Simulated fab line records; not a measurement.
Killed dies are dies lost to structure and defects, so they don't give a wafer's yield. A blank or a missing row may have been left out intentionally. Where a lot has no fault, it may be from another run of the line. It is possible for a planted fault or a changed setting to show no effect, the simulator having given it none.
fab line records	flow n5Finfet
record lots=7	wafers=21
route steps=1938 shown BEOL_M15@1776 TV_LITHO@1879 TV_OPEN@1890
startH: start of the lot's first displayed wafer, in hours after the record's first day	waitH: hours since the lot's step before	" repeats the value in the row above	L1.1+2: one row covering several wafers at once	- no value, or no start given	* or withheld: withheld	< > ~ a bound
route shown NAME@n: NAME is a module with steps in the file, n the number in the route of the first one	usual: mean/standard deviation taken from wafers without a fault	same: alike in all rows	chamber/n: place in a boat	sites: the reading at each site	_std_site: the values' standard deviation	_edge_site: mean of outer sites minus mean of inner sites	radiusMm: how far each site lies from the wafer's centre	mask NAME#n: copy n	behind: the last tool/chamber to shape the wafer	hold: why the lot went on hold/how many hours it stayed there/how the hold came to an end	device: which transistor (n, p or np) failed to switch	end of line: the route-end tests of the same wafers	where a step has no rows: the recipe by itself	killed: count of dies lost to structure and defects at first sort (not the wafer's yield)	map: dies across one wafer; x = killed, . = not, _ = none there
set.NAME: setting as actually run; set.NAME@STEP: the setting as run at that earlier step	model.NAME: the simulator's own value behind a step, which no gauge read
lots run with intentionally changed settings; tables by step, rows by wafer
## steps
# step N5_BEOL_M15_COAT_04
# recipe spinRpm=1704	resistThkNm=800
lot.wafer	tool	chamber	startH	waitH	set.spinRpm	model.coat_of_BEOL_M15_COAT_04.thkNm
L079.1	lithoTrack-05	0	-	-	1704	799.2
L079.3	"	0	"	"	1704	796.6
L079.4	"	0	"	"	1704	797.4
L077.1	lithoTrack-05	0	-	-	1704	803
L077.2	"	0	"	"	1889	761
L077.4	"	0	"	"	1704	800.2
L087.1	lithoTrack-05	0	-	-	1755	791.4
L087.2	"	0	"	"	1755	792.2
L087.4	"	0	"	"	1704	802.6
L089.2	lithoTrack-01	0	-	-	1781	785.8
L089.3	"	0	"	"	1704	803.2
L089.6	"	0	"	"	1781	788.4
L093.3	lithoTrack-01	0	-	-	1704	799
L093.5	"	0	"	"	1559	835.2
L093.6	"	0	"	"	1704	798.2
L092.2	lithoTrack-05	0	-	-	1648	811.4
L092.4	"	0	"	"	1648	810.2
L092.5	"	0	"	"	1648	811.6
L096.3	lithoTrack-01	0	-	-	1704	800.6
L096.4	"	0	"	"	1704	801.6
L096.6	"	0	"	"	1704	800
# step N5_BEOL_M15_EBR_06
# recipe solvent=PGMEA	ebrWidthMm=1.5
# step N5_BEOL_M15_SOFTBAKE_05
# recipe tempC=130	timeS=60
# step N5_BEOL_M15_DESCUM_15
# recipe chemistry=O2	timeS=7.9	sourcePowerW=50	biasPowerW=20	pressureMtorr=20	rfFrequencyHz=2.712e+07	tempC=40	o2FlowSccm=225
# step N5_BEOL_M15_ETCH_59
# recipe chemistry=N2/H2	target=BARC	targetDepthA=890	overetchA=267	timeS=67.9	ionEnergyEv=200	pressureMtorr=30	sourceW=840	biasW=150	n2FlowSccm=200	h2FlowSccm=200
lot.wafer	tool	chamber	startH	waitH	set.spinRpm@BEOL_M15_COAT_04	model.coat_of_BEOL_M15_COAT_04.thkNm
L079.1	rieDiel-02	1	292.73	0.0	1704	719
L079.3	"	0	"	"	1704	715
L079.4	"	3	"	"	1704	715.6
L077.1	rieDiel-01	0	295.03	0.0	1704	723
L077.2	"	2	"	"	1889	677.6
L077.4	"	3	"	"	1704	715.8
L087.1	rieDiel-02	2	330.56	0.0	1755	708.8
L087.2	"	0	"	"	1755	711.2
L087.4	"	1	"	"	1704	722.2
L089.2	rieDiel-02	3	337.80	0.0	1781	703.8
L089.3	"	0	"	"	1704	722.4
L089.6	"	0	"	"	1781	707
L093.3	rieDiel-02	2	353.38	0.0	1704	716.4
L093.5	"	0	"	"	1559	753.2
L093.6	"	2	"	"	1704	715.6
L092.2	rieDiel-01	3	372.42	0.0	1648	726.2
L092.4	"	1	"	"	1648	729
L092.5	"	2	"	"	1648	727.6
L096.3	rieDiel-02	3	392.02	0.0	1704	718.6
L096.4	"	1	"	"	1704	717.4
L096.6	"	2	"	"	1704	718
# step N5_BEOL_M15_VIA_ETCH_16
# recipe chemistry=C4F8/O2/Ar	target=SiO2	heInnerTorr=15	heOuterTorr=30	targetDepthA=17922	timeS=withheld	ionEnergyEv=800	pressureMtorr=20	sourceW=1905	biasW=2040	Ar_flow_sccm=400	C4F8_flow_sccm=16	O2_flow_sccm=12	ends=cleared
lot.wafer	tool	chamber	startH	waitH	set.spinRpm@BEOL_M15_COAT_04	model.coat_of_BEOL_M15_COAT_04.thkNm
L079.1	rieDiel-02	1	292.78	0.0	1704	338.4
L079.3	"	0	"	"	1704	339.6
L079.4	"	3	"	"	1704	335
L077.1	rieDiel-01	0	295.08	0.0	1704	351.8
L077.2	"	2	"	"	1889	307.4
L077.4	"	3	"	"	1704	334.6
L087.1	rieDiel-02	2	330.61	0.0	1755	321.8
L087.2	"	0	"	"	1755	340.2
L087.4	"	1	"	"	1704	343.4
L089.2	rieDiel-02	3	337.85	0.0	1781	326.4
L089.3	"	0	"	"	1704	343.8
L089.6	"	0	"	"	1781	317.6
L093.3	rieDiel-02	2	353.44	0.0	1704	341.4
L093.5	"	0	"	"	1559	369
L093.6	"	2	"	"	1704	338.2
L092.2	rieDiel-01	3	372.47	0.0	1648	359.2
L092.4	"	1	"	"	1648	359
L092.5	"	2	"	"	1648	345.6
L096.3	rieDiel-02	3	392.07	0.0	1704	344.2
L096.4	"	1	"	"	1704	342.2
L096.6	"	2	"	"	1704	337.6
# step N5_BEOL_M15_PEB_26
# recipe pebTempC=130	pebTimeS=90
lot.wafer	tool	chamber	startH	waitH	set.pebTimeS
L079.1+3+4	lithoTrack-01	0	294.08	0.1	90
L077.1+2	lithoTrack-02	0	296.25	0.1	90
L077.4	"	0	"	"	107.7
L087.1+4	lithoTrack-02	0	332.05	0.1	110
L087.2	"	0	"	"	90
L089.2+3+6	lithoTrack-05	0	339.15	0.0	90
L093.3	lithoTrack-05	0	355.07	0.0	90
L093.5+6	"	0	"	"	83.36
L092.2+4	lithoTrack-02	0	373.64	0.0	95.93
L092.5	"	0	"	"	90
L096.3+6	lithoTrack-01	0	393.24	0.0	90
L096.4	"	0	"	"	98.99
# step N5_BEOL_M15_DEVELOP_27
# recipe developTimeS=45	rinseLiquid=diw	dry=airSpin	devTempC=21
# step N5_BEOL_M15_HARDBAKE_32
# recipe tempC=130	timeS=120
# step N5_BEOL_M15_CD_MEAS_28
# recipe targetCdNm=407.6	landingEnergyEv=500	detector=seInlens
# usual cdNm=406.9/2
lot.wafer	tool	chamber	startH	waitH	set.pebTimeS@BEOL_M15_PEB_26	cdNm
L079.1	cdSem-03	0	294.19	-	90	404.8
L079.3	"	0	"	"	90	404.0
L079.4	"	0	"	"	90	402.6
L077.1	cdSem-01	0	296.36	-	90	403.8
L077.2	"	0	"	"	90	400.8
L077.4	"	0	"	"	107.7	408.1
L087.1	cdSem-03	0	332.17	-	110	414.6
L087.2	"	0	"	"	90	409.4
L087.4	"	0	"	"	110	414.4
L089.2	cdSem-01	0	339.26	-	90	410.0
L089.3	"	0	"	"	90	407.8
L089.6	"	0	"	"	90	409.2
L093.3	cdSem-01	0	355.18	-	90	408.7
L093.5	"	0	"	"	83.36	405.4
L093.6	"	0	"	"	83.36	403.2
L092.2	cdSem-02	0	373.76	-	95.93	408.2
L092.4	"	0	"	"	95.93	409.0
L092.5	"	0	"	"	90	406.1
L096.3	cdSem-03	0	393.36	-	90	406.6
L096.4	"	0	"	"	98.99	408.2
L096.6	"	0	"	"	90	403.7
# step N5_BEOL_M15_TRENCH_ETCH_34
# recipe chemistry=C4F8/O2/Ar	target=SiO2	targetDepthA=8729.3	heInnerTorr=15	heOuterTorr=30	timeS=199	ionEnergyEv=800	pressureMtorr=20	sourceW=1905	biasW=2040	Ar_flow_sccm=400	C4F8_flow_sccm=16	O2_flow_sccm=12
# usual rfVppV=2215/33
lot.wafer	tool	chamber	startH	waitH	set.biasW	rfVppV
L079.1	rieDiel-01	1	294.37	0.0	2040	2237
L079.3	"	2	"	"	2040	2199
L079.4	"	0	"	"	2040	2215
L077.1	rieDiel-03	3	296.54	0.0	2211	2400
L077.2	"	0	"	"	2040	2160
L077.4	"	2	"	"	2040	2276
L087.1	rieDiel-03	2	332.44	0.0	2040	2276
L087.2	"	1	"	"	1731	1916
L087.4	"	2	"	"	2040	2274
L089.2	rieDiel-01	2	339.50	0.0	2040	2197
L089.3	"	3	"	"	1696	1924
L089.6	"	0	"	"	2040	2214
L093.3	rieDiel-02	0	356.61	0.0	2040	2217
L093.5	"	0	"	"	2040	2215
L093.6	"	3	"	"	2225	2360
L092.2	rieDiel-02	2	373.96	0.0	2040	2205
L092.4	"	1	"	"	2367	2500
L092.5	"	2	"	"	2040	2206
L096.3	rieDiel-01	3	393.53	0.0	2040	2193
L096.4	"	1	"	"	2040	2237
L096.6	"	1	"	"	2040	2235
# step N5_PASSIVATION_EXPOSE_07
# recipe maskId=TV	na=0.55	sourceShape=conventional	sigmaOuter=0.8	polarization=unpolarized	defocusNm=0	targetCdNm=3000	doseMj=22.75
lot.wafer	tool	chamber	startH	waitH	mask	set.doseMj
L079.1+3+4	krfScanner-02	0	309.08	-	TV#0	22.75
L077.1	krfScanner-01	0	309.24	-	TV#0	21.87
L077.2+4	"	0	"	"	TV#0	22.75
L087.1	krfScanner-02	0	342.91	-	TV#0	22.75
L087.2+4	"	0	"	"	TV#0	21.36
L089.2+3+6	krfScanner-01	0	352.12	-	TV#0	22.75
L093.3+6	krfScanner-01	0	368.37	-	TV#0	23.87
L093.5	"	0	"	"	TV#0	22.75
L092.2+5	krfScanner-02	0	385.85	-	TV#0	23.35
L092.4	"	0	"	"	TV#0	22.75
L096.3+4+6	krfScanner-01	0	401.88	-	TV#0	22.75
# step N5_PASSIVATION_PEB_08
# recipe pebTempC=withheld	pebTimeS=*
# step N5_PASSIVATION_DEVELOP_09
# recipe developTimeS=60	rinseLiquid=diw	dry=airSpin	devTempC=21
# step N5_PASSIVATION_HARDBAKE_11
# recipe tempC=130	timeS=120
# step N5_PASSIVATION_CD_MEAS_10
# recipe targetCdNm=3000	landingEnergyEv=500	detector=seInlens
# usual cdNm=2999.5/2.2
lot.wafer	tool	chamber	startH	waitH	set.doseMj@PASSIVATION_EXPOSE_07	cdNm
L079.1	cdSem-01	0	309.25	-	22.75	2994.3
L079.3	"	0	"	"	22.75	2998.9
L079.4	"	0	"	"	22.75	2995.1
L077.1	cdSem-01	0	309.41	-	21.87	2990.3
L077.2	"	0	"	"	22.75	3000.0
L077.4	"	0	"	"	22.75	2999.1
L087.1	cdSem-02	0	343.09	-	22.75	2998.8
L087.2	"	0	"	"	21.36	2986.2
L087.4	"	0	"	"	21.36	2983.1
L089.2	cdSem-03	0	352.29	-	22.75	2993.8
L089.3	"	0	"	"	22.75	3001.1
L089.6	"	0	"	"	22.75	2995.1
L093.3	cdSem-02	0	368.54	-	23.87	3010.4
L093.5	"	0	"	"	22.75	3000.3
L093.6	"	0	"	"	23.87	3009.5
L092.2	cdSem-02	0	386.02	-	23.35	3006.0
L092.4	"	0	"	"	22.75	3000.1
L092.5	"	0	"	"	23.35	3004.8
L096.3	cdSem-03	0	402.05	-	22.75	2995.6
L096.4	"	0	"	"	22.75	2998.4
L096.6	"	0	"	"	22.75	2995.9
# step N5_PASSIVATION_ETCH_15
# recipe chemistry=CF4/N2	target=SiCN	targetDepthA=750	taperDeg=2	timeS=81.2	ionEnergyEv=150	maskMaterial=SiNx	pressureMtorr=40	sourceW=430	biasW=70	Ar_flow_sccm=100	cf4FlowSccm=60	n2FlowSccm=60
# usual rfVppV=382.6/2.4
lot.wafer	tool	chamber	startH	waitH	set.biasW	rfVppV
L079.1	rieDiel-02	0	-	-	70	381.2
L079.3	"	3	"	"	70	385.0
L079.4	"	2	"	"	70	377.4
L077.1	rieDiel-03	0	-	-	61.97	353.0
L077.2	"	2	"	"	61.97	355.5
L077.4	"	3	"	"	70	382.9
L087.1	rieDiel-03	2	-	-	70	383.9
L087.2	"	3	"	"	74.24	398.9
L087.4	"	3	"	"	74.24	398.3
L089.2	rieDiel-03	3	-	-	70	383.2
L089.3	"	1	"	"	70	382.2
L089.6	"	0	"	"	70	381.0
L093.3	rieDiel-02	2	-	-	70	378.1
L093.5	"	1	"	"	70	386.1
L093.6	"	2	"	"	70	378.7
L092.2	rieDiel-01	0	-	-	70	383.8
L092.4	"	3	"	"	70	381.7
L092.5	"	2	"	"	70	385.9
L096.3	rieDiel-03	1	-	-	70	381.3
L096.4	"	0	"	"	70	380.6
L096.6	"	3	"	"	70	383.3
## key
split step=N5_BEOL_M15_COAT_04	setting=spinRpm	stated=1704	by=wafer
response step=N5_BEOL_M15_COAT_04	reading=model.coat_of_BEOL_M15_COAT_04.thkNm	change=-3.9	per=1%	r=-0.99
response step=N5_BEOL_M15_ETCH_59	reading=model.coat_of_BEOL_M15_COAT_04.thkNm	change=-4.02	per=1%	r=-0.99
response step=N5_BEOL_M15_VIA_ETCH_16	reading=model.coat_of_BEOL_M15_COAT_04.thkNm	change=-3.52	per=1%	r=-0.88
split step=N5_BEOL_M15_PEB_26	setting=pebTimeS	stated=90	by=wafer
response step=N5_BEOL_M15_CD_MEAS_28	reading=cdNm	change=+0.285	per=1%	r=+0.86
split step=N5_BEOL_M15_TRENCH_ETCH_34	setting=biasW	stated=2040	by=wafer
response step=N5_BEOL_M15_TRENCH_ETCH_34	reading=rfVppV	change=+19.2	per=1%	r=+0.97
split step=N5_PASSIVATION_EXPOSE_07	setting=doseMj	stated=22.75	by=wafer
response step=N5_PASSIVATION_CD_MEAS_10	reading=cdNm	change=+2.21	per=1%	r=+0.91
split step=N5_PASSIVATION_ETCH_15	setting=biasW	stated=70	by=wafer
response step=N5_PASSIVATION_ETCH_15	reading=rfVppV	change=+2.48	per=1%	r=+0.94
